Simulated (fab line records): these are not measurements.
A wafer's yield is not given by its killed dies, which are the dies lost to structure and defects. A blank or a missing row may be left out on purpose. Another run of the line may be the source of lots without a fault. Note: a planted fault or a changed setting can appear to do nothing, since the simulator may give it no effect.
Matching of chambers	flow n5-finfet	4 sister chambers for N5_BEOL_M8_ETCH_65 on rie-diel-05
The step etches SiARC in CF4, target depth 15.6 nm, time 26 s. 14 wafers are shown with their chamber, then 7 later ones without.

## WAFERS WITH THEIR CHAMBER
wafer	chamber	showerhead-plenum-p-Torr (Torr)	drypump-motor-current-A (A)	throttle-valve-pct (%)
L077.3	3	2.27	5.7	15.42
L077.4	2	2.21	5.9	15.61
L077.6	3	2.27	5.7	15.43
L075.3	3	2.26	5.7	15.43
L075.4	2	2.21	5.9	15.61
L075.6	3	2.26	5.7	15.43
L082.1	3	2.26	5.7	15.43
L082.2	1	2.05	5.5	15.81
L082.3	0	2.16	5.0	15.29
L082.4	2	2.21	5.9	15.64
L082.5	0	2.16	5.0	15.29
L082.6	3	2.26	5.7	15.45
L087.1	3	2.26	5.7	15.49
L087.2	0	2.15	4.9	15.33

SIGNATURES (means of the wafers above)
reading	chamber 0	chamber 1	chamber 2	chamber 3	scatter within a chamber
showerhead-plenum-p-Torr	2.1567	2.0500	2.2100	2.2629	0.00458
drypump-motor-current-A	4.967	5.500	5.900	5.700	0.0258
throttle-valve-pct	15.3033	15.8100	15.6200	15.4400	0.0225
Rule: a wafer's distance from a chamber is the root of the sum, over the readings, of the square of ((its reading less the chamber's mean) divided by the reading's scatter). If the next closest chamber is less than 2 further off than the closest, the wafer can't be placed; otherwise it belongs to the closest. How the scatter is found: for the shown wafers, subtract from each reading the mean of its chamber, square and add these, divide the total by (wafers less chambers), then take the root.

## WAFERS WITHOUT THEIR CHAMBER
wafer	showerhead-plenum-p-Torr (Torr)	drypump-motor-current-A (A)	throttle-valve-pct (%)
L087.6	2.15	5.0	15.33
L089.3	2.20	5.9	15.67
L089.4	2.15	5.0	15.33
L089.5	2.26	5.7	15.50
L096.1	2.25	5.7	15.51
L096.2	2.20	5.9	15.69
L096.4	2.15	4.9	15.37

## THE CHAMBER EACH PASSED THROUGH
wafer	from the rows above	in truth
L087.6	0	0
L089.3	2	2
L089.4	0	0
L089.5	3	3
L096.1	3	3
L096.2	2	2
L096.4	0	0
Correctly placed: 7 of 7. Number that these rows cannot place: 0. Wrongly placed: 0.
